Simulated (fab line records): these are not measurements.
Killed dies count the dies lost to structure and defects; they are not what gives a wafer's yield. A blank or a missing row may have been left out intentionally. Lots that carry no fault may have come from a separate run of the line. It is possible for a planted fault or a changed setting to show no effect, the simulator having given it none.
Code-filled problem report in 8D (eight disciplines) form	flow n5-finfet	the parts of the form that need people (team, actions taken, sign-off) are left out

== 1. WHAT WENT WRONG ==
VT_P_LVT at N5_BEOL_M4_RC_MEAS_101 reads a mean of -130.0 mV on 4 wafers of 3 lots; wafers without a fault read -98.3 mV with a standard deviation of 2.7. Measured from the usual mean, that is -12 standard deviations.
First observed at day 8 14:51: wafer L410.1, on prober-02. The record has a number at this step for 27 wafers belonging to 9 lots. The rule behind "out" and "out of limits": a value lying over 4 standard deviations away from the usual mean. All remaining wafers that have a number are taken as sound.

== 2. WHAT IT IS AND WHAT IT IS NOT ==
question	is	is not
which readings at this step	VT_P_LVT, IOFF_P_85C, IOFF_P_LIN, IOFF_P_LONG, ION_P, VT_P, VT_P_LONG	DIBL_N, DIBL_P, IOFF_N, ION_N, SS_N, VT_N
which lots	L410, L411, L413	L408, L409, L424, L426, L427, L428
which wafers of those lots	L410.1, L410.2, L411.2, L413.1	L410.5, L411.3, L411.4, L413.3, L413.6
read on which gauges	prober-01, prober-02	-
when	from day 8 14:51	up to then (7 sound wafers); but 16 sound wafers of L411, L413, L424, L426, L427, L428 came after

== 3. THE SUSPECTS, EACH WITH WHAT RULES IT OUT ==
Counting: a tool at a process step up to the reading stays a suspect if it ran every lot that is out. Sound lots after the first of them don't rule it out here, since some wafers of a struck lot are sound.
- the gauge at N5_BEOL_M4_RC_MEAS_101: ruled out. The wafers that are out were read on 2 gauges (prober-01, prober-02).
- ald-metal-01 at N5_HKMG_FIN_PWFM_ALD_03 (deposits TiN, target thk 2 nm, pulse time 1 s, purge time 3 s): kept. Ran every lot that is out, first one L410 (day 5 06:00); last sound lot up to then L409 (day 5 01:00).
The count leaves ald-metal-01 at N5_HKMG_FIN_PWFM_ALD_03.

== 4. THE CAUSE (what the simulator had put in) ==
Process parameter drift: ald-metal-01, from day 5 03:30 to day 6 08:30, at N5_HKMG_FIN_PWFM_ALD_03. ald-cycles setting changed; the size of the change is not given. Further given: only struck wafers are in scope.
Only this tool survived the counting.

== 5. THE CHAIN OF EFFECTS, in route order ==
One row per reading whose mean, taken over the struck wafers that have a number, lies over 3 standard deviations from the usual. Only readings for which the record gives a usual standard deviation are gone through. hours: the time from each lot's start at the first step in this table that gives one to its start at this step, as a median over the lots. sigmas: the change in usual standard deviations.
hours	step	reading	usual	on struck wafers	change	sigmas
0	N5_BEOL_M4_RC_MEAS_101	IOFF_P	0.21 nA/um	0.07	-0.14	-3.6
0	N5_BEOL_M4_RC_MEAS_101	IOFF_P_85C	3.7 nA/um	1.5	-2.2	-4.2
0	N5_BEOL_M4_RC_MEAS_101	IOFF_P_LIN	0.101 nA/um	0.034	-0.067	-4.8
0	N5_BEOL_M4_RC_MEAS_101	IOFF_P_LONG	0.000107 nA/um	0.000057	-0.000050	-5.0
0	N5_BEOL_M4_RC_MEAS_101	ION_P	462 uA/um	420	-42	-5.3
0	N5_BEOL_M4_RC_MEAS_101	VT_P	-250 mV	-281	-31	-9.3
0	N5_BEOL_M4_RC_MEAS_101	VT_P_LONG	-276 mV	-305	-29	-9.3
0	N5_BEOL_M4_RC_MEAS_101	VT_P_LVT	-98.3 mV	-130.0	-31.7	-12
107	N5_PASSIVATION_PROBE_49	sort_bin_8_speed	0.00 %	80.70	+80.70	+99 or more
107	N5_PASSIVATION_PROBE_49	sort-n-pass	1077	117	-960	-56
107	N5_PASSIVATION_PROBE_49	sort-yield-pct	91.3 %	9.9	-81.3	-54
Process steps it contains:
- N5_PASSIVATION_PROBE_49

== 6. HOW IT WOULD HAVE BEEN CAUGHT EARLIER ==
Counted from the fault's start at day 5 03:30, it took 83 hours until the first out-of-limits reading at a measuring or inspecting step in this record, taken at day 8 14:51.
Tool readings at N5_HKMG_FIN_PWFM_ALD_03 with a usual standard deviation given in the record: none out on any struck wafer, hence no alarm at a limit of 4 standard deviations on them.
Each of the lots that are out, 3 in all, had begun N5_HKMG_FIN_PWFM_ALD_03 on ald-metal-01 no later than day 8 14:51. None of them would have been spared by holding the tool at that moment.
